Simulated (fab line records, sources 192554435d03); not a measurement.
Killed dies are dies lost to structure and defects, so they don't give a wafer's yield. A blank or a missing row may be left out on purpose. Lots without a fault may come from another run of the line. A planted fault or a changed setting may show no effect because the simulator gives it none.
Split-lot experiment | flow n5_finfet | 7 lots, 39 wafers read, on a route of 1938 steps

THE SPLIT
At N5_DUMMY_GATE_EXPOSE_12 (exposes mask GATE, target cd 25 nm), the setting dose_mj was moved away from the recipe's 34 on 15 of the 39 wafers read, by -7.2% to +7.2%. The other wafers ran this setting at the recipe's value.

FROM THE SPLIT TO THE READING: what the file shows between them, 2 steps
- N5_DUMMY_GATE_PEB_13: peb time 60 s
- N5_DUMMY_GATE_DEVELOP_14: develop time 30 s

THE READING
cd_nm, in nm, at N5_DUMMY_GATE_CD_MEAS_15 (target cd 25.8 nm). Fault-free wafers of this fab line usually give 24.90 nm, standard deviation 0.26 nm.

wafer  | tool, chamber at the split | dose_mj as run | against the recipe | cd_nm, nm | against lot-mates on the recipe
L076.1 | euv_scanner-01, 0          | 34             | recipe             | 24.56     | -
L076.2 | euv_scanner-01, 0          | 31.54          | -7.2%              | 26.10     | +1.36
L076.3 | euv_scanner-01, 0          | 34             | recipe             | 24.94     | -
L076.4 | euv_scanner-01, 0          | 34             | recipe             | 24.71     | -
L076.5 | euv_scanner-01, 0          | 31.54          | -7.2%              | 26.23     | +1.49
L076.6 | euv_scanner-01, 0          | 31.54          | -7.2%              | 25.87     | +1.13
L080.2 | euv_scanner-01, 0          | 34             | recipe             | 25.01     | -
L080.3 | euv_scanner-01, 0          | 34             | recipe             | 25.01     | -
L080.5 | euv_scanner-01, 0          | 34             | recipe             | 24.68     | -
L084.1 | euv_scanner-02, 0          | 34.79          | +2.3%              | 24.60     | -0.17
L084.2 | euv_scanner-02, 0          | 34.79          | +2.3%              | 24.46     | -0.31
L084.3 | euv_scanner-02, 0          | 34.79          | +2.3%              | 24.42     | -0.35
L084.4 | euv_scanner-02, 0          | 34             | recipe             | 24.77     | -
L084.5 | euv_scanner-02, 0          | 34             | recipe             | 24.68     | -
L084.6 | euv_scanner-02, 0          | 34             | recipe             | 24.85     | -
L086.1 | euv_scanner-01, 0          | 36.45          | +7.2%              | 23.45     | -1.41
L086.2 | euv_scanner-01, 0          | 34             | recipe             | 24.94     | -
L086.3 | euv_scanner-01, 0          | 34             | recipe             | 24.98     | -
L086.4 | euv_scanner-01, 0          | 36.45          | +7.2%              | 23.73     | -1.13
L086.5 | euv_scanner-01, 0          | 34             | recipe             | 24.66     | -
L086.6 | euv_scanner-01, 0          | 36.45          | +7.2%              | 23.10     | -1.76
L089.1 | euv_scanner-02, 0          | 34             | recipe             | 25.35     | -
L089.2 | euv_scanner-02, 0          | 33.08          | -2.7%              | 25.70     | +0.42
L089.3 | euv_scanner-02, 0          | 33.08          | -2.7%              | 25.26     | -0.02
L089.4 | euv_scanner-02, 0          | 33.08          | -2.7%              | 25.46     | +0.18
L089.5 | euv_scanner-02, 0          | 34             | recipe             | 25.25     | -
L089.6 | euv_scanner-02, 0          | 34             | recipe             | 25.23     | -
L090.1 | euv_scanner-02, 0          | 34             | recipe             | 25.25     | -
L090.2 | euv_scanner-02, 0          | 34             | recipe             | 25.14     | -
L090.3 | euv_scanner-02, 0          | 34             | recipe             | 25.14     | -
L090.4 | euv_scanner-02, 0          | 34             | recipe             | 24.99     | -
L090.5 | euv_scanner-02, 0          | 34             | recipe             | 25.20     | -
L090.6 | euv_scanner-02, 0          | 34             | recipe             | 25.37     | -
L093.1 | euv_scanner-02, 0          | 33.28          | -2.1%              | 25.10     | +0.45
L093.2 | euv_scanner-02, 0          | 34             | recipe             | 24.56     | -
L093.3 | euv_scanner-02, 0          | 34             | recipe             | 24.77     | -
L093.4 | euv_scanner-02, 0          | 33.28          | -2.1%              | 25.25     | +0.60
L093.5 | euv_scanner-02, 0          | 34             | recipe             | 24.61     | -
L093.6 | euv_scanner-02, 0          | 33.28          | -2.1%              | 25.38     | +0.73

THE FIT
A straight line over all 39 wafers: cd_nm changes by -0.183 nm for each +1% of dose_mj; r = -0.92; the points scatter about the line by 0.24 nm.
The same after taking each lot's own level away (the mean of its wafers on the recipe; 39 wafers): -0.184 nm for each +1%; r = -0.95; scatter 0.18 nm.
On that fit, the largest move of dose_mj shifts the reading by 1.3 nm.
The lots' own levels span 24.647 to 25.277 nm, that is 2.4 times the standard deviation above.
So the lot-to-lot level changes the slope little: the two slopes agree.
Check: with one of the wafers moved furthest among these (-7.2%) left out of the fit, the line predicts +1.32 nm for it against its lot-mates. It came out at +1.36 nm against them.

OTHER SPLITS ON THESE WAFERS
These wafers also went through other splits before the reading. Each is held against what the fit with the lots' levels taken away leaves over:
other split on the same wafers     | wafers away from the commonest value | r with cd_nm (lot level and that fit taken away)
N5_FIN_SAQP_HM_DEP_03 target_thk_a | 9                                    | +0.25

THE FILE'S OWN FIT
cd_nm changes by -0.184 nm for each +1% of dose_mj, r = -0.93.
